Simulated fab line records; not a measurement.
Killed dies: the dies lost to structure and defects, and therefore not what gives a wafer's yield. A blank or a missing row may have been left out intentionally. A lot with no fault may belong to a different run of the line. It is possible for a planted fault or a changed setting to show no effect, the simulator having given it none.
8D (eight disciplines) problem report, filled in by code + flow n5_finfet + the parts of the form that need people (team, actions taken, sign-off) are left out

## 1. WHAT WENT WRONG
Mean of raw_defect_count at N5_BEOL_M5_INSPECT_30: 1180 across 3 wafers in 2 lots; on wafers with no fault it is 426 (standard deviation 100). Measured from the usual mean, that is +7.5 standard deviations.
The step: inspects for defects (brightfield).
The first sign was on wafer L317.3 at day 11 08:13, on defect_inspect-01. Wafers with a number at this step in the record: 12, from 4 lots. Rule for "out", or "out of limits": more than 4 standard deviations from the usual mean. The rest of the wafers with a number are treated as sound.

## 2. WHAT THIS IS AND IS NOT
| question                    | is                                   | is not                                                             |
|-----------------------------|--------------------------------------|--------------------------------------------------------------------|
| which readings at this step | raw_defect_count                     | -                                                                  |
| which lots                  | L317, L318                           | L306, L315                                                         |
| which wafers of those lots  | L317.3, L317.6, L318.1               | L317.2, L318.3, L318.4                                             |
| read on which gauges        | defect_inspect-01, defect_inspect-02 | -                                                                  |
| when                        | from day 11 08:13                    | up to then (7 sound wafers); but 2 sound wafers of L318 came after |

## 3. WHAT RULES OUT EACH SUSPECT
Counting: any tool at a process step up to the reading remains a suspect provided it ran every lot that is out. Sound lots after the first of them don't rule it out here, since some wafers of a struck lot are sound.
- ruled out: the gauge at N5_BEOL_M5_INSPECT_30. Those wafers that are out were read across 2 gauges (defect_inspect-01, defect_inspect-02).
- rie_diel-06 at N5_BEOL_M5_ETCH_62 (etches SOC in N2/H2, target depth 75 nm, overetch 15 nm, time 112.5 s): kept. It processed each lot that is out (first: L317, day 11 07:20); up to then, its last sound lot is L306 (day 8 11:35).
- Within rie_diel-06 at N5_BEOL_M5_ETCH_62: the wafers that are out ran in chamber 0; their sound lot-mates ran in chambers 2, 3.
The count leaves rie_diel-06 at N5_BEOL_M5_ETCH_62.

## 4. THE CAUSE (what the simulator had put in)
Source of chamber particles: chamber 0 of rie_diel-06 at N5_BEOL_M5_ETCH_62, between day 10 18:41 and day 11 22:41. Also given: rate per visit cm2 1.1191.
After counting, this tool was the only one left.

## 5. THE CHAIN OF EFFECTS, in route order
Rows list readings where the struck wafers' mean (over those with a number) sits beyond 3 standard deviations from the usual. Scope: only readings with a usual standard deviation given in the record; hours: median across lots of the time from each lot's start at the first step in this table that gives one to its start at this step; sigmas: change in usual standard deviations.
| hours | step                    | reading              | usual  | on struck wafers | change | sigmas |
|-------|-------------------------|----------------------|--------|------------------|--------|--------|
| 0     | N5_BEOL_M5_INSPECT_30   | raw_defect_count     | 426    | 1180             | +754   | +7.5   |
| 101   | N5_PASSIVATION_PROBE_49 | defect_limited_yield | 91.4 % | 79.0             | -12.4  | -8.2   |
| 101   | N5_PASSIVATION_PROBE_49 | killed_at_M4_up      | 16     | 152              | +136   | +19    |
| 101   | N5_PASSIVATION_PROBE_49 | killed_dies          | 102    | 247              | +145   | +8.1   |
| 101   | N5_PASSIVATION_PROBE_49 | sort_bin_5_function  | 5.1 %  | 13.1             | +8.0   | +7.3   |
| 101   | N5_PASSIVATION_PROBE_49 | sort_n_pass          | 1078   | 933              | -145   | -8.1   |
| 101   | N5_PASSIVATION_PROBE_49 | sort_yield_pct       | 91.4 % | 79.0             | -12.4  | -8.2   |
Here are the process steps it includes:
- N5_PASSIVATION_PROBE_49

## 6. HOW IT WOULD HAVE BEEN CAUGHT EARLIER
In this record the first reading out of limits at a measuring or inspecting step was taken at day 11 08:13, 14 hours after the fault began at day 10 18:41.
Tool readings at N5_BEOL_M5_ETCH_62 with a usual standard deviation given in the record: none out on any struck wafer, hence no alarm at a limit of 4 standard deviations on them.
Lots out: 2; of these, L318 started N5_BEOL_M5_ETCH_62 on rie_diel-06 after day 11 08:13. Putting the tool on hold at that point would have spared it.
